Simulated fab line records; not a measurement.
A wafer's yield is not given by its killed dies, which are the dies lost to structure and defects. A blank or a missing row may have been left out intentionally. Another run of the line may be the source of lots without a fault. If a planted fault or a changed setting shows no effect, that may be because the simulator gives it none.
Lot-split experiment | flow n5Finfet | 21 wafers read across 7 lots, on a route 1938 steps long

== THE SPLIT ==
At N5_BEOL_M1_COAT_61 (time 60 s, resist thk 60 nm), the setting spinRpm was moved away from the recipe's 1500 rpm on 7 of the 21 wafers read, by -7.9% to +3.9%. For the rest of the wafers, this setting stayed at what the recipe calls for.

== FROM THE SPLIT TO THE READING: what the file shows between them, 8 steps ==
- N5_BEOL_M1_COAT_62: time 60 s, resist thk 12 nm
- N5_BEOL_M1_COAT_73: time 60 s, resist thk 5 nm
- N5_BEOL_M1_ETCH_74: etches underlayer in N2/H2, target depth 6.5 nm, time 5.2 s
- N5_BEOL_M1_ETCH_63: etches SiARC in CF4, target depth 15.6 nm, time 26 s
- N5_BEOL_M1_ETCH_64: etches SOC in N2/H2, target depth 75 nm, overetch 15 nm, time 112.5 s
- N5_BEOL_M1_STRIP_65: strips in N2/H2
- N5_BEOL_M1_STRIP_75: strips in N2/H2
- N5_BEOL_M1_STRIP_66: strips in CF4

== THE READING ==
SOC_of_BEOL_M1_COAT_61.thkNm (the simulator's own value, which no gauge read), in nm, at N5_BEOL_M1_HM_OPEN_17 (chemistry Cl2/BCl3, target TiN, target depth 20 nm, overetch 6 nm). No usual value for it is given in the file. Average 52.1 nm, standard deviation 0.42 nm, over the 14 wafers here run with the recipe.

wafer  | tool, chamber at the split | spinRpm as run, rpm | against the recipe | SOC_of_BEOL_M1_COAT_61.thkNm, nm | against lot-mates on the recipe
L079.4 | lithoTrack-03, 0           | 1500                | recipe             | 51.8                             | -
L079.5 | lithoTrack-03, 0           | 1500                | recipe             | 52.4                             | -
L079.6 | lithoTrack-03, 0           | 1500                | recipe             | 51.4                             | -
L077.3 | lithoTrack-02, 0           | 1500                | recipe             | 51.4                             | -
L077.5 | lithoTrack-02, 0           | 1543                | +2.9%              | 50.6                             | -1.2
L077.6 | lithoTrack-02, 0           | 1500                | recipe             | 52.2                             | -
L080.4 | lithoTrack-04, 0           | 1500                | recipe             | 51.8                             | -
L080.5 | lithoTrack-04, 0           | 1500                | recipe             | 52.4                             | -
L080.6 | lithoTrack-04, 0           | 1381                | -7.9%              | 54.4                             | +2.3
L084.2 | lithoTrack-03, 0           | 1500                | recipe             | 52.4                             | -
L084.6 | lithoTrack-03, 0           | 1500                | recipe             | 52.4                             | -
L084.3 | lithoTrack-03, 0           | 1500                | recipe             | 51.6                             | -
L085.2 | lithoTrack-02, 0           | 1500                | recipe             | 52.4                             | -
L085.5 | lithoTrack-02, 0           | 1500                | recipe             | 52.4                             | -
L085.3 | lithoTrack-02, 0           | 1424                | -5.1%              | 54                               | +1.6
L087.1 | lithoTrack-04, 0           | 1559                | +3.9%              | 51.2                             | no lot-mate on the recipe
L087.3 | lithoTrack-04, 0           | 1559                | +3.9%              | 50.6                             | no lot-mate on the recipe
L087.6 | lithoTrack-04, 0           | 1559                | +3.9%              | 51                               | no lot-mate on the recipe
L097.1 | lithoTrack-03, 0           | 1500                | recipe             | 52                               | -
L097.3 | lithoTrack-03, 0           | 1396                | -6.9%              | 54.4                             | +2.0
L097.5 | lithoTrack-03, 0           | 1500                | recipe             | 52.8                             | -

FIT RESULTS
A straight line over all 21 wafers: SOC_of_BEOL_M1_COAT_61.thkNm changes by -0.324 nm for each +1% of spinRpm; r = -0.93; the points scatter about the line by 0.41 nm.
The same after taking each lot's own level away (the mean of its wafers on the recipe; 18 wafers): -0.305 nm for each +1%; r = -0.93; scatter 0.34 nm.
Per that fit: largest spinRpm move, reading shift of 2.4 nm.
From 51.80 to 52.40 nm: that is the span of the lots' own levels, equal to 1.4 times the standard deviation above.
Consequently the slope shifts little with the lot-to-lot level, the two slopes agreeing.
Check: +2.46 nm against its lot-mates is what the line predicts for one of the wafers moved furthest among these (-7.9%) when that wafer is left out of the fit. It came out at +2.3 nm against them.

== OTHER SPLITS APPLIED TO THESE WAFERS ==
Note: prior to the reading, these wafers also went through further splits. Each is held against what the fit with the lots' levels taken away leaves over:
other split on the same wafers   | wafers away from the commonest value | r with SOC_of_BEOL_M1_COAT_61.thkNm (lot level and that fit taken away)
N5_SDB_STRIP_22 powerW           | 4                                    | +0.16
N5_HKMG_FIN_PEB_10 pebTimeS      | 8                                    | -0.01
N5_BEOL_M0_SAQP_ILD_DEP_01 timeS | 6                                    | +0.26
N5_BEOL_M0_SAQP_PECVD_03 timeS   | 5                                    | +0.15
N5_BEOL_M1_PECVD_72 timeS        | 7                                    | +0.03

== THE WHOLE CHAIN: every reading that the file lists as answering this split, in the file's order ==
step                  | what it does                                                          | reading                                                                       | change (the file's fit)               | r (the file's)
N5_BEOL_M1_COAT_61    | time 60 s, resist thk 60 nm                                           | SOC_of_BEOL_M1_COAT_61.thkNm (the simulator's own value, which no gauge read) | -0.332 nm for each +1% of the setting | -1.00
N5_BEOL_M1_ETCH_64    | etches SOC in N2/H2, target depth 75 nm, overetch 15 nm, time 112.5 s | etch.depthNm (the simulator's own value, which no gauge read)                 | -0.338 nm for each +1% of the setting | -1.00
N5_BEOL_M1_HM_OPEN_17 | chemistry Cl2/BCl3, target TiN, target depth 20 nm, overetch 6 nm     | SOC_of_BEOL_M1_COAT_61.thkNm (the simulator's own value, which no gauge read) | -0.301 nm for each +1% of the setting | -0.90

== THE FILE'S OWN FIT ==
SOC_of_BEOL_M1_COAT_61.thkNm changes by -0.301 nm for each +1% of spinRpm, r = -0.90.
